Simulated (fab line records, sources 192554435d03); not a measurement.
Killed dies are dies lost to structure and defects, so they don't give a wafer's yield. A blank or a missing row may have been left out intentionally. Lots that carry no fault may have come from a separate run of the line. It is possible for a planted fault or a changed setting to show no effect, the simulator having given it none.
fab line records ; flow n5_finfet
[record] lots = 10; wafers = 28; last_day = 18
route steps=1938 shown BEOL_M4@1111 BEOL_M11@1551 PASSIVATION@1936
lots that met no fault: taken from a fault-free run of the same line
start_h: hours from the record's first day to the start of the lot's first wafer shown ; wait_h: time in hours since the lot's previous step ; " same as the row above ; L1.1+2: one row covering several wafers at once ; - no value, or no start given ; * or withheld: withheld ; < > ~ a bound
route shown NAME@n: names a module that has steps shown in the file, with the first one's number in the route ; usual: mean/standard deviation taken from wafers without a fault ; same: alike in all rows ; chamber/n: place in a boat ; sites: per-site readings ; _std_site: how widely they spread, as a standard deviation ; _edge_site: inner sites' mean taken away from outer sites' mean ; radius_mm: how far each site lies from the wafer's centre ; mask NAME#n: copy n ; behind: tool/chamber where the wafer was last shaped ; hold: what put the lot on hold/how long, in hours/how the hold closed ; device: whichever transistor did not switch (one of n, p or np) ; end of line: the tests these same wafers got at the end of their route ; step lacking rows: just its recipe ; killed: at the first sort, the dies lost to defects and structure; wafer yield is something else ; map: per-die view of a wafer (x killed, . not killed, _ where there is no die)
set.NAME: the run value of the setting; set.NAME@STEP: its run value at that earlier step ; model.NAME: the simulator's own value behind a step, which no gauge read
one table for each step of the route and one row for each wafer, over a sample of lots
services: a tool's chamber out of use, with start hour (start_h, from the record's first day; less than 0 if before it), hours out, and reason
[[steps]]
[step N5_BEOL_M4_RC_MEAS_101]
[usual] DIBL_N = 35.8/1.5; DIBL_P = 35.9/1.8; IOFF_N = 0.152/0.025; IOFF_P = 0.21/0.031; ION_N = 672/11; ION_P = 462/7.4; SS_N = 71.5/0.52; SS_P = 73.2/0.54; VT_N = 250/3; VT_P = -250/3.3
lot.wafer;tool;chamber;start_h;wait_h;DIBL_N[mV/V];DIBL_P[mV/V];IOFF_N[nA/um];IOFF_P[nA/um];ION_N[uA/um];ION_P[uA/um];SS_N[mV/dec];SS_P[mV/dec];VT_N[mV];VT_P[mV]
L990.2;prober-02;0;172.02;0.2;37.7;37.6;0.168;0.25;681;470;71.9;73.4;250;-247
L990.3;prober-02;0;172.02;0.2;35.8;35.2;0.146;0.20;669;463;71.5;73.2;250;-248
L990.4;prober-02;0;172.02;0.2;35.6;36.1;0.145;0.22;672;472;71.4;72.5;251;-248
L997.3;prober-02;0;209.16;0.3;37.0;36.6;0.143;0.19;670;459;71.6;73.8;252;-255
L997.5;prober-02;0;209.16;0.3;37.5;37.7;0.146;0.19;665;453;71.9;74.1;254;-255
L997.6;prober-02;0;209.16;0.3;35.0;33.7;0.112;0.14;661;450;71.4;72.9;256;-259
L996.5;prober-02;0;219.01;0.6;36.8;38.6;0.155;0.19;678;459;71.0;73.4;252;-252
L996.6;prober-02;0;219.01;0.6;37.5;38.5;0.170;0.20;676;463;70.9;73.9;251;-254
L999.1;prober-01;0;230.98;0.0;35.9;35.9;0.158;0.21;673;464;71.3;72.6;248;-245
L999.3;prober-01;0;230.98;0.0;36.2;36.9;0.169;0.23;684;469;71.0;73.7;248;-248
L999.4;prober-01;0;230.98;0.0;35.8;36.0;0.161;0.21;685;466;70.9;73.8;248;-251
L102.1;prober-01;0;236.76;0.0;37.1;37.8;0.177;0.23;667;458;71.3;74.7;248;-248
L102.2;prober-01;0;236.76;0.0;34.2;34.8;0.128;0.18;677;467;71.8;73.7;252;-250
L102.4;prober-01;0;236.76;0.0;35.5;36.5;0.145;0.20;672;459;71.3;74.1;251;-253
L106.1;prober-01;0;263.71;0.0;37.7;38.6;0.218;0.29;700;484;72.0;74.3;244;-243
L106.2;prober-01;0;263.71;0.0;36.0;35.8;0.172;0.23;676;465;71.6;72.8;245;-248
L106.3;prober-01;0;263.71;0.0;36.5;38.0;0.196;0.28;706;489;72.4;73.7;245;-243
L108.4;prober-02;0;271.90;0.5;35.5;37.1;0.182;0.24;682;460;71.9;73.3;247;-247
L108.5;prober-02;0;271.90;0.5;34.3;37.2;0.175;0.24;694;471;71.1;72.5;245;-250
L108.6;prober-02;0;271.90;0.5;34.1;36.0;0.154;0.21;675;460;71.2;72.7;250;-248
L109.1;prober-02;0;285.84;0.0;36.3;38.6;0.179;0.24;677;463;71.6;73.8;247;-249
L109.5;prober-02;0;285.84;0.0;36.0;39.4;0.177;0.26;689;477;71.5;73.7;248;-248
L109.6;prober-02;0;285.84;0.0;35.3;37.1;0.159;0.22;683;462;71.4;73.4;251;-249
L112.1;prober-01;0;303.34;0.0;36.0;35.4;0.146;0.22;676;467;71.5;73.1;251;-249
L112.4;prober-01;0;303.34;0.0;35.9;35.9;0.154;0.23;678;466;71.8;73.0;246;-248
L112.6;prober-01;0;303.34;0.0;35.4;35.1;0.144;0.21;693;468;71.3;72.4;251;-248
L113.1;prober-02;0;321.00;0.0;35.6;35.7;0.151;0.21;666;465;71.9;73.4;251;-251
L113.4;prober-02;0;321.00;0.0;35.0;34.9;0.137;0.19;675;472;71.3;72.8;256;-253
[step N5_BEOL_M11_INSPECT_13]
[recipe] mode = adi; inspect_instrument = brightfield
[usual] raw_defect_count = 425/98
lot.wafer;tool;chamber;start_h;wait_h;raw_defect_count
L990.2;defect_inspect-01;-;230.28;0.0;400
L990.3;defect_inspect-01;-;230.28;0.0;303
L990.4;defect_inspect-01;-;230.28;0.0;521
L997.3;defect_inspect-02;-;268.97;0.0;272
L997.5;defect_inspect-02;-;268.97;0.0;368
L997.6;defect_inspect-02;-;268.97;0.0;334
L996.5;defect_inspect-02;-;285.79;0.0;369
L996.6;defect_inspect-02;-;285.79;0.0;450
L999.1;defect_inspect-01;-;288.86;0.0;394
L999.3;defect_inspect-01;-;288.86;0.0;507
L999.4;defect_inspect-01;-;288.86;0.0;438
L102.1;defect_inspect-02;-;296.54;0.0;488
L102.2;defect_inspect-02;-;296.54;0.0;693
L102.4;defect_inspect-02;-;296.54;0.0;485
L106.1;defect_inspect-02;-;318.72;0.0;299
L106.2;defect_inspect-02;-;318.72;0.0;340
L106.3;defect_inspect-02;-;318.72;0.0;377
L108.4;defect_inspect-02;-;328.77;0.0;337
L108.5;defect_inspect-02;-;328.77;0.0;468
L108.6;defect_inspect-02;-;328.77;0.0;409
L109.1;defect_inspect-02;-;338.31;0.0;428
L109.5;defect_inspect-02;-;338.31;0.0;479
L109.6;defect_inspect-02;-;338.31;0.0;378
L112.1;defect_inspect-01;-;362.01;0.0;341
L112.4;defect_inspect-01;-;362.01;0.0;307
L112.6;defect_inspect-01;-;362.01;0.0;402
L113.1;defect_inspect-02;-;384.44;0.0;446
L113.4;defect_inspect-02;-;384.44;0.0;293
[step N5_BEOL_M11_DESCUM_16]
[recipe] chemistry = O2; time_s = 7.9; source_power_w = 50; bias_power_w = 20; pressure_mtorr = 20; rf_frequency_hz = 2.712e+07; temp_c = 40; resist = CAR-ArF; o2_flow_sccm = 225
[usual] drypump_motor_current_A = 5.61/0.29; oes_product_au = 0.79/0.088; rf_vpp_V = 243.4/1.1; showerhead_plenum_p_Torr = 2.11/0.043; throttle_valve_pct = 20.37/0.19
[same] time_s = 7.9
lot.wafer;tool;chamber;start_h;wait_h;drypump_motor_current_A;oes_product_au;rf_hours_counter_h;rf_vpp_V;showerhead_plenum_p_Torr;throttle_valve_pct
L990.2;rie_diel-06;1;230.32;0.0;5.27;0.93;12;244.3;2.14;20.02
L990.3;rie_diel-06;3;230.32;0.0;5.28;0.82;94;241.4;2.03;20.43
L990.4;rie_diel-06;2;230.32;0.0;5.55;0.69;206;242.3;2.08;20.60
L997.3;rie_diel-06;3;269.00;0.0;5.33;0.81;107;242.1;2.02;20.45
L997.5;rie_diel-06;2;269.00;0.0;5.56;0.69;-;241.8;2.08;20.62
L997.6;rie_diel-06;3;269.00;0.0;5.29;0.81;-;241.5;2.02;20.45
L996.5;rie_diel-06;3;285.83;0.0;5.32;0.80;-;240.6;2.02;20.44
L996.6;rie_diel-06;2;285.83;0.0;5.55;0.69;-;243.0;2.08;20.64
L999.1;rie_diel-05;2;289.22;0.4;5.55;0.80;84;242.9;2.10;20.34
L999.3;rie_diel-05;1;289.22;0.4;5.27;0.77;119;245.1;2.10;20.27
L999.4;rie_diel-05;0;289.22;0.4;6.05;0.73;197;244.9;2.17;20.32
L102.1;rie_diel-01;0;296.66;0.1;6.09;0.82;56;244.1;2.15;20.59
L102.2;rie_diel-01;2;296.66;0.1;5.27;0.97;6;241.3;2.07;20.23
L102.4;rie_diel-01;3;296.66;0.1;5.76;0.71;238;243.8;2.13;20.12
L106.1;rie_diel-05;2;318.83;0.1;5.54;0.79;95;242.8;2.10;20.35
L106.2;rie_diel-05;0;318.83;0.1;6.04;0.73;208;243.7;2.16;20.36
L106.3;rie_diel-05;1;318.83;0.1;5.27;0.76;130;244.3;2.10;20.28
L108.4;rie_diel-05;0;328.80;0.0;6.02;0.73;212;244.8;2.16;20.36
L108.5;rie_diel-05;3;328.80;0.0;5.54;0.94;-;242.0;2.06;20.34
L108.6;rie_diel-05;0;328.80;0.0;6.03;0.72;-;244.0;2.16;20.36
L109.1;rie_diel-05;1;338.59;0.3;5.28;0.76;137;243.4;2.10;20.29
L109.5;rie_diel-05;2;338.59;0.3;5.57;0.79;-;243.8;2.10;20.38
L109.6;rie_diel-05;1;338.59;0.3;5.25;0.75;-;243.7;2.10;20.30
L112.1;rie_diel-05;1;362.05;0.0;5.31;0.75;145;245.2;2.10;20.32
L112.4;rie_diel-05;0;362.05;0.0;6.01;0.72;223;245.1;2.16;20.37
L112.6;rie_diel-05;1;362.05;0.0;5.27;0.75;-;243.5;2.09;20.30
L113.1;rie_diel-05;2;384.68;0.2;5.54;0.77;117;243.7;2.09;20.40
L113.4;rie_diel-05;1;384.68;0.2;5.27;0.74;152;243.4;2.09;20.33
[step N5_BEOL_M11_EXPOSE_25]
[recipe] mask_id = V10; na = 1.35; source_shape = annular; sigma_inner = 0.5; sigma_outer = 0.8; polarization = unpolarized; dose_mj = 85.5
[usual] exposure_dose_mJ_cm2 = 85.5/0.31
lot.wafer;tool;chamber;start_h;wait_h;mask;exposure_dose_mJ_cm2
L990.2;arfi_scanner-02;0;231.58;-;V10#0;85.3
L990.3;arfi_scanner-02;0;231.58;-;V10#0;85.4
L990.4;arfi_scanner-02;0;231.58;-;V10#0;85.3
L997.3;arfi_scanner-03;0;270.28;-;V10#0;85.5
L997.5;arfi_scanner-03;0;270.28;-;V10#0;85.4
L997.6;arfi_scanner-03;0;270.28;-;V10#0;85.5
L996.5;arfi_scanner-03;0;287.07;-;V10#0;85.3
L996.6;arfi_scanner-03;0;287.07;-;V10#0;85.5
L999.1;arfi_scanner-02;0;290.02;-;V10#0;85.4
L999.3;arfi_scanner-02;0;290.02;-;V10#0;85.4
L999.4;arfi_scanner-02;0;290.02;-;V10#0;85.3
L102.1;arfi_scanner-02;0;298.77;-;V10#0;85.5
L102.2;arfi_scanner-02;0;298.77;-;V10#0;85.5
L102.4;arfi_scanner-02;0;298.77;-;V10#0;85.6
L106.1;arfi_scanner-02;0;319.43;-;V10#0;112.8
L106.2;arfi_scanner-02;0;319.43;-;V10#0;112.9
L106.3;arfi_scanner-02;0;319.43;-;V10#0;112.8
L108.4;arfi_scanner-02;0;329.46;-;V10#0;107.4
L108.5;arfi_scanner-02;0;329.46;-;V10#0;107.5
L108.6;arfi_scanner-02;0;329.46;-;V10#0;107.4
L109.1;arfi_scanner-01;0;340.42;-;V10#0;85.4
L109.5;arfi_scanner-01;0;340.42;-;V10#0;85.4
L109.6;arfi_scanner-01;0;340.42;-;V10#0;85.2
L112.1;arfi_scanner-01;0;364.42;-;V10#0;85.4
L112.4;arfi_scanner-01;0;364.42;-;V10#0;85.6
L112.6;arfi_scanner-01;0;364.42;-;V10#0;85.4
L113.1;arfi_scanner-03;0;385.42;-;V10#0;86.9
L113.4;arfi_scanner-03;0;385.42;-;V10#0;87.0
[step N5_BEOL_M11_CD_MEAS_28]
[recipe] target_cd_nm = 70; landing_energy_ev = 500; detector = se_inlens; polarity = opening
[usual] cd_nm = 69.8/1.2
lot.wafer;tool;chamber;start_h;wait_h;cd_nm
L990.2;cd_sem-01;0;231.70;-;68.3
L990.3;cd_sem-01;0;231.70;-;68.8
L990.4;cd_sem-01;0;231.70;-;67.2
L997.3;cd_sem-02;0;270.40;-;68.7
L997.5;cd_sem-02;0;270.40;-;68.1
L997.6;cd_sem-02;0;270.40;-;68.7
L996.5;cd_sem-03;0;287.18;-;69.9
L996.6;cd_sem-03;0;287.18;-;70.7
L999.1;cd_sem-02;0;290.15;-;70.6
L999.3;cd_sem-02;0;290.15;-;70.5
L999.4;cd_sem-02;0;290.15;-;70.6
L102.1;cd_sem-01;0;298.90;-;68.4
L102.2;cd_sem-01;0;298.90;-;69.1
L102.4;cd_sem-01;0;298.90;-;68.3
L106.1;cd_sem-01;0;319.57;-;100.3
L106.2;cd_sem-01;0;319.57;-;98.6
L106.3;cd_sem-01;0;319.57;-;97.7
L108.4;cd_sem-02;0;329.57;-;91.6
L108.5;cd_sem-02;0;329.57;-;93.8
L108.6;cd_sem-02;0;329.57;-;91.9
L109.1;cd_sem-01;0;340.55;-;69.2
L109.5;cd_sem-01;0;340.55;-;69.6
L109.6;cd_sem-01;0;340.55;-;68.6
L112.1;cd_sem-02;0;364.55;-;69.1
L112.4;cd_sem-02;0;364.55;-;70.3
L112.6;cd_sem-02;0;364.55;-;69.9
L113.1;cd_sem-03;0;385.55;-;69.3
L113.4;cd_sem-03;0;385.55;-;71.4
[step N5_BEOL_M11_VIA_ETCH_34]
[recipe] chemistry = C4F6/O2; target = SiCOH_lowk; target_depth_a = 1845; mask_material = SOC; taper_deg = 4; time_s = 69.2; ion_energy_ev = 250; pressure_mtorr = 30; source_w = 345; bias_w = 185; Ar_flow_sccm = 300; C4F6_flow_sccm = 10; O2_flow_sccm = 10
[usual] drypump_motor_current_A = 5.7/0.31; oes_product_au = 0.80/0.088; rf_vpp_V = 668/9.6; showerhead_plenum_p_Torr = 2.87/0.059; throttle_valve_pct = 20.83/0.17
[same] time_s = 69.2
lot.wafer;tool;chamber;start_h;wait_h;drypump_motor_current_A;oes_product_au;rf_hours_counter_h;rf_vpp_V;showerhead_plenum_p_Torr;throttle_valve_pct
L990.2;rie_diel-01;3;232.00;0.0;5.8;0.73;215;677;2.93;20.69
L990.3;rie_diel-01;0;232.00;0.0;6.1;0.85;31;655;2.87;20.74
L990.4;rie_diel-01;2;232.00;0.0;5.3;0.67;248;665;2.81;20.89
L997.3;rie_diel-01;0;270.69;0.0;6.1;0.84;47;655;2.87;20.76
L997.5;rie_diel-01;1;270.69;0.0;6.0;0.96;-;672;2.89;20.87
L997.6;rie_diel-01;3;270.69;0.0;5.7;0.72;-;677;2.92;20.69
L996.5;rie_diel-05;0;287.50;0.0;6.1;0.73;-;672;2.97;20.94
L996.6;rie_diel-05;1;287.50;0.0;5.3;0.78;-;681;2.83;20.56
L999.1;rie_diel-05;1;290.45;0.0;5.3;0.79;119;681;2.83;20.54
L999.3;rie_diel-05;3;290.45;0.0;5.6;0.68;247;659;2.80;21.15
L999.4;rie_diel-05;2;290.45;0.0;5.6;0.82;85;678;2.88;20.96
L102.1;rie_diel-01;1;299.24;0.0;6.0;0.94;16;672;2.89;20.87
L102.2;rie_diel-01;0;299.24;0.0;6.1;0.83;57;656;2.86;20.78
L102.4;rie_diel-01;3;299.24;0.0;5.8;0.72;239;677;2.92;20.69
L106.1;rie_diel-05;0;319.87;0.0;6.0;0.72;208;672;2.96;20.97
L106.2;rie_diel-05;2;319.87;0.0;5.6;0.80;95;679;2.88;20.97
L106.3;rie_diel-05;3;319.87;0.0;5.6;0.96;2;659;2.80;20.78
L108.4;rie_diel-05;2;329.86;0.0;5.6;0.80;99;680;2.88;20.98
L108.5;rie_diel-05;1;329.86;0.0;5.3;0.77;-;680;2.82;20.56
L108.6;rie_diel-05;2;329.86;0.0;5.6;0.80;-;680;2.88;20.98
L109.1;rie_diel-01;2;341.45;0.0;5.3;0.90;25;664;2.80;20.70
L109.5;rie_diel-01;2;341.45;0.0;5.3;0.91;-;665;2.80;20.68
L109.6;rie_diel-01;0;341.45;0.0;6.1;0.80;-;655;2.85;20.81
L112.1;rie_diel-01;2;365.01;0.0;5.2;0.88;34;666;2.79;20.68
L112.4;rie_diel-01;3;365.01;0.0;5.7;0.98;4;677;2.91;20.38
L112.6;rie_diel-01;1;365.01;0.0;6.0;0.87;-;671;2.87;20.90
L113.1;rie_diel-05;3;385.97;0.0;5.5;0.90;24;659;2.79;20.80
L113.4;rie_diel-05;0;385.97;0.0;6.0;0.69;230;672;2.95;20.99
[step N5_PASSIVATION_PROBE_49]
[usual] defect_limited_yield = 91.7/1.7; killed_at_M0_to_M3 = 34/10; killed_at_M4_up = 13/5.1; killed_at_contacts = 12/6.2; killed_at_front_end = 36/12; killed_at_other = 3.2/2.6; killed_dies = 98/20; killed_on_rim = 13/4.5; killed_open = 65/13; killed_short = 32/8.4; sort_bin_5_function = 4.8/1.1; sort_bin_6_memory = 3.2/0.74; sort_n_pass = 1082/20; sort_yield_pct = 91.7/1.7
[same] gross_dies = 1180; killed_at_back_side = 0; sort_bin_4_leakage[%] = 0; sort_bin_8_speed[%] = 0
lot.wafer;tool;chamber;start_h;wait_h;defect_limited_yield[%];killed_at_M0_to_M3;killed_at_M4_up;killed_at_contacts;killed_at_front_end;killed_at_other;killed_dies;killed_on_rim;killed_open;killed_short;sort_bin_5_function[%];sort_bin_6_memory[%];sort_n_pass;sort_yield_pct[%]
L990.2;prober-01;-;273.70;0.1;92.1;38;8;15;32;0;93;12;62;30;4.6;2.9;1087;92.1
L990.3;prober-01;-;273.75;0.1;91.3;58;12;8;24;1;103;13;65;38;5.1;3.0;1077;91.3
L990.4;prober-01;-;273.80;0.2;93.0;34;11;9;27;2;83;18;61;19;4.9;1.9;1097;93.0
L106.1;prober-02;-;368.40;0.0;0;40;1094;7;39;0;1180;152;67;32;4.6;3.5;0;0
L106.2;prober-02;-;368.45;0.1;0;43;1090;8;39;0;1180;152;65;40;4.7;3.9;0;0
L106.3;prober-02;-;368.50;0.1;0;62;1054;19;41;4;1180;152;92;44;7.3;3.8;0;0
L108.4;prober-02;-;376.64;0.2;0;50;1058;20;48;4;1180;152;92;36;6.9;3.7;0;0
L108.5;prober-02;-;376.69;0.2;0;47;1054;17;58;4;1180;152;89;46;6.9;4.3;0;0
L108.6;prober-02;-;376.74;0.3;0;65;1058;6;45;6;1180;152;89;40;7.3;3.5;0;0
L112.1;prober-02;-;412.92;0.0;90.8;39;9;14;42;5;109;11;78;30;5.5;3.1;1071;90.8
L112.4;prober-02;-;413.07;0.2;93.4;27;6;8;33;4;78;9;47;29;3.9;2.4;1102;93.4
L112.6;prober-02;-;413.17;0.3;91.3;30;13;12;42;6;103;13;70;31;5.9;2.5;1077;91.3
// killed by level:class
L990.2 BEOL_M0_SAQP:geometric_particle:short=13 MOL_CONTACT_COAG:geometric_particle:open=12 FIN_SAQP:geometric_particle:open=9 BEOL_M0_SAQP:geometric_particle:open=8 BEOL_M1:geometric_particle:open=6 FIN_SAQP:geometric_particle:short=5 STI_FIN_REVEAL:geometric_particle:open=4 BEOL_M2:geometric_particle:open=4
L990.3 BEOL_M0_SAQP:geometric_particle:short=18 BEOL_M0_SAQP:geometric_particle:open=12 BEOL_M1:geometric_particle:open=10 BEOL_M2:geometric_particle:open=9 MOL_CONTACT_COAG:geometric_particle:open=6 BEOL_M4:geometric_particle:open=6 FIN_SAQP:geometric_particle:short=5 FIN_SAQP:geometric_particle:open=4
L990.4 BEOL_M1:geometric_particle:open=12 MOL_CONTACT_COAG:geometric_particle:open=9 BEOL_M3:geometric_particle:open=6 STI_FIN_REVEAL:geometric_particle:open=5 GATE_CUT:geometric_particle:open=5 BEOL_M0_SAQP:geometric_particle:short=4 BEOL_M2:geometric_particle:open=4 DUMMY_GATE:geometric_particle:open=3
L106.1 BEOL_M11:area_expose=1080 BEOL_M0_SAQP:geometric_particle:open=18 FIN_SAQP:geometric_particle:open=10 BEOL_M3:geometric_particle:open=9 MOL_CONTACT_COAG:geometric_particle:open=7 BEOL_M4:geometric_particle:open=6 FIN_SAQP:geometric_particle:short=5 STI_FIN_REVEAL:geometric_particle:open=5
L106.2 BEOL_M11:area_expose=1073 STI_FIN_REVEAL:geometric_particle:open=16 BEOL_M0_SAQP:geometric_particle:short=12 BEOL_M4:geometric_particle:open=11 FIN_SAQP:geometric_particle:short=10 BEOL_M0_SAQP:geometric_particle:open=8 BEOL_M1:geometric_particle:open=7 MOL_CONTACT_COAG:geometric_particle:open=6
L106.3 BEOL_M11:area_expose=1044 BEOL_M0_SAQP:geometric_particle:open=17 BEOL_M0_SAQP:geometric_particle:short=15 MOL_CONTACT_COAG:geometric_particle:open=15 BEOL_M3:geometric_particle:open=14 STI_FIN_REVEAL:geometric_particle:open=13 FIN_SAQP:geometric_particle:open=7 FIN_SAQP:geometric_particle:short=6
L108.4 BEOL_M11:area_expose=1048 MOL_CONTACT_COAG:geometric_particle:open=19 FIN_SAQP:geometric_particle:open=16 BEOL_M1:geometric_particle:open=11 BEOL_M2:geometric_particle:open=11 FIN_SAQP:geometric_particle:short=9 BEOL_M0_SAQP:geometric_particle:short=8 BEOL_M0_SAQP:geometric_particle:open=8
L108.5 BEOL_M11:area_expose=1045 FIN_SAQP:geometric_particle:open=17 BEOL_M0_SAQP:geometric_particle:open=15 FIN_SAQP:geometric_particle:short=11 MOL_CONTACT_COAG:geometric_particle:open=11 STI_FIN_REVEAL:geometric_particle:open=8 BEOL_M0_SAQP:geometric_particle:short=7 BEOL_M3:geometric_particle:open=7
L108.6 BEOL_M11:area_expose=1049 BEOL_M2:geometric_particle:open=15 BEOL_M0_SAQP:geometric_particle:short=12 BEOL_M3:geometric_particle:open=11 BEOL_M1:geometric_particle:open=10 GATE_CUT:geometric_particle:short=9 BEOL_M0_SAQP:geometric_particle:open=9 FIN_SAQP:geometric_particle:open=7
L112.1 MOL_CONTACT_COAG:geometric_particle:open=11 FIN_SAQP:geometric_particle:open=10 BEOL_M2:geometric_particle:open=8 BEOL_M0_SAQP:geometric_particle:short=7 BEOL_M1:geometric_particle:open=6 BEOL_M3:geometric_particle:open=6 DUMMY_GATE:geometric_particle:open=5 BEOL_M0_SAQP:geometric_particle:open=5
L112.4 BEOL_M2:geometric_particle:open=7 ILD0:geometric_particle:short=6 BEOL_M0_SAQP:geometric_particle:short=6 MOL_CONTACT_COAG:geometric_particle:open=5 BEOL_M1:geometric_particle:open=5 FIN_SAQP:geometric_particle:short=4 FIN_SAQP:geometric_particle:open=4 STI_FIN_REVEAL:geometric_particle:open=4
L112.6 FIN_SAQP:geometric_particle:short=12 BEOL_M4:geometric_particle:open=10 MOL_CONTACT_COAG:geometric_particle:open=9 FIN_SAQP:geometric_particle:open=8 STI_FIN_REVEAL:geometric_particle:open=7 BEOL_M1:geometric_particle:open=6 BEOL_M0_SAQP:geometric_particle:open=5 BEOL_M0_SAQP:geometric_particle:short=4
[[services]]
tool;chamber;start_h;hours;kind
arfi_scanner-02;-;229.35;1.8;repair
arfi_scanner-01;-;231.04;1.0;pm
arfi_scanner-02;-;243.31;4.9;pm
arfi_scanner-01;-;245.72;6.5;repair
arfi_scanner-03;-;253.21;1.3;pm
arfi_scanner-01;-;254.18;0.8;pm
arfi_scanner-03;-;255.02;1.0;pm
arfi_scanner-01;-;264.13;4.9;pm
rie_diel-06;0;274.36;3.1;repair
arfi_scanner-02;-;282.13;0.7;repair
arfi_scanner-03;-;284.07;0.8;pm
rie_diel-06;3;294.02;4.3;repair
arfi_scanner-03;-;308.78;3.8;repair
arfi_scanner-02;-;311.13;1.0;pm
arfi_scanner-02;-;314.38;1.3;pm
arfi_scanner-03;-;318.49;4.9;pm
arfi_scanner-01;-;321.85;1.3;pm
arfi_scanner-03;-;327.64;8.9;repair
rie_diel-06;-;331.77;14.6;pm
arfi_scanner-03;-;354.22;0.5;repair
arfi_scanner-02;-;356.23;0.8;pm
arfi_scanner-03;-;363.73;1.0;repair
arfi_scanner-03;-;378.71;1.3;pm
arfi_scanner-02;-;379.52;2.1;repair
[[key]]
[first_sign] step = N5_BEOL_M11_EXPOSE_25; reading = exposure_dose_mJ_cm2; direction = up; sigmas = 79; usual = 85.5; struck = 110.1
[effect] step = N5_BEOL_M11_CD_MEAS_28; reading = cd_nm; direction = up; sigmas = 21; usual = 69.8; struck = 95.7; through = control_loop
[effect] step = N5_PASSIVATION_PROBE_49; reading = killed_at_M4_up; direction = up; sigmas = 99+; usual = 13; struck = 1068
[more_kills_born_at] N5_BEOL_M11_EXPOSE_25@arfi_scanner-02 = 6339
met_at N5_BEOL_M11_EXPOSE_25
struck_lots L106,L108
later_rows_left_out L106.1,L106.2,L106.3,L108.4,L108.5,L108.6
[loop_trim] step = N5_BEOL_M11_EXPOSE_25; setting = dose; lots = L108
not_acting_at N5_BEOL_M11_INSPECT_13,N5_BEOL_M11_DESCUM_16,N5_BEOL_M11_VIA_ETCH_34
onset_between 298.77 319.43
[fault] kind = process_parameter_drift; tool = arfi_scanner-02; chamber = -; onset_h = 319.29; steps = N5_BEOL_M11_EXPOSE_25; channel = dose_mj; offset = 27.482; shape = step; acts_in = these_recipes_only; stated = 85.5
// later_rows_left_out: the simulator's readings of these wafers behind a module that went badly wrong aren't trusted and aren't shown, but for the sort
// loop_trim: a control loop set the setting to another value than it would have without faults
